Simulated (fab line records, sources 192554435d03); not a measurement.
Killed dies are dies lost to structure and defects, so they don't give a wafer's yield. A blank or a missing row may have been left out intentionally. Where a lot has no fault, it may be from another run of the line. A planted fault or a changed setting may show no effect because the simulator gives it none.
2 desks looking at one fault    flow n5 finfet    numbers are kept per desk, each desk with only its own; the story behind them comes last

THE TOOL OWNER'S DESK: rie si-01
The tool's own readings at N5_FIN_SAQP_ETCH_65 (etches SiO2 in CF4, target depth 4 nm, time 4.4 s): means of the sampled wafers that have a number, for each lot that ran on this tool. Marked OUT: a lot whose mean sits more than 4 standard deviations from the usual mean, which makes it out of limits; the brackets give that distance.
Columns: A = drypump motor current A at N5_FIN_SAQP_ETCH_65, usual 5.7 A; B = oes product au at N5_FIN_SAQP_ETCH_65, usual 0.993 a.u.; C = throttle valve pct at N5_FIN_SAQP_ETCH_65, usual 21.72 %
lot   first seen here  A    B                 C
L638  day 3 00:21      5.8  0.992             21.63
L639  day 3 06:44      6.1  0.983             21.75
L646  day 5 01:47      6.1  1.062 (+4.1) OUT  21.79
L648  day 5 13:46      6.1  1.135 (+8.4) OUT  21.82
This desk's finding: out of limits on L646, L648; first on L646, day 5 01:47 (oes product au at N5_FIN_SAQP_ETCH_65). L638, L639 stayed within limits.

THE METROLOGY DESK
Means of the sampled wafers that have a number, per lot and without regard to the tool the lot ran on: this is what the gauges read. Marked OUT: a lot whose mean sits more than 4 standard deviations from the usual mean, which makes it out of limits; the brackets give that distance. It has 10 readings; the 7 that lie furthest out on some lot are the ones shown.
Columns: A = DIBL_N at N5_BEOL_M4_RC_MEAS_101, usual 36.0 mV/V; B = DIBL_P at N5_BEOL_M4_RC_MEAS_101, usual 35.8 mV/V; C = IOFF_P at N5_BEOL_M4_RC_MEAS_101, usual 0.20 nA/um; D = ION_N at N5_BEOL_M4_RC_MEAS_101, usual 670 uA/um; E = ION_P at N5_BEOL_M4_RC_MEAS_101, usual 459 uA/um; F = SS_P at N5_BEOL_M4_RC_MEAS_101, usual 73.2 mV/dec; G = VT_P at N5_BEOL_M4_RC_MEAS_101, usual -252 mV
lot   first seen here  A     B     C     D    E    F     G
L638  day 10 03:13     36.8  36.4  0.19  670  460  73.5  -252
L639  day 10 22:27     35.1  36.0  0.22  664  467  73.0  -247
L641  day 11 01:23     34.9  33.3  0.18  659  459  72.5  -251
L646  day 12 17:02     37.3  35.8  0.19  672  455  73.0  -253
L648  day 12 21:17     36.4  38.3  0.24  684  466  73.3  -248
L652  day 13 06:11     35.7  35.7  0.20  678  463  73.2  -250
L655  day 14 03:56     36.6  37.4  0.19  664  450  73.6  -252
L656  day 15 06:46     36.0  36.4  0.23  678  467  74.0  -250
L657  day 15 11:20     33.1  32.2  0.14  648  446  72.2  -257
This desk's finding: nothing out of limits on any of the 9 lots.

PUT TOGETHER
On L646, L648, at day 5 01:47, an alarm was possible from the tool owner's desk.
From the metrology desk's view, nothing was out of limits.
The metrology desk has L646, L648 on record, within its limits.
All the named lots went through N5_FIN_SAQP_ETCH_65 on rie si-01.

WHAT THE SIMULATOR HAD PUT IN
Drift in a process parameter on rie si-01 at N5_FIN_SAQP_ETCH_65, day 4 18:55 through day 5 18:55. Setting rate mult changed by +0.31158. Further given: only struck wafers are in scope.
Lots struck among those shown: L646, L648.
Hours from the fault's start to each desk's first reading out of limits: the tool owner's desk, 7.
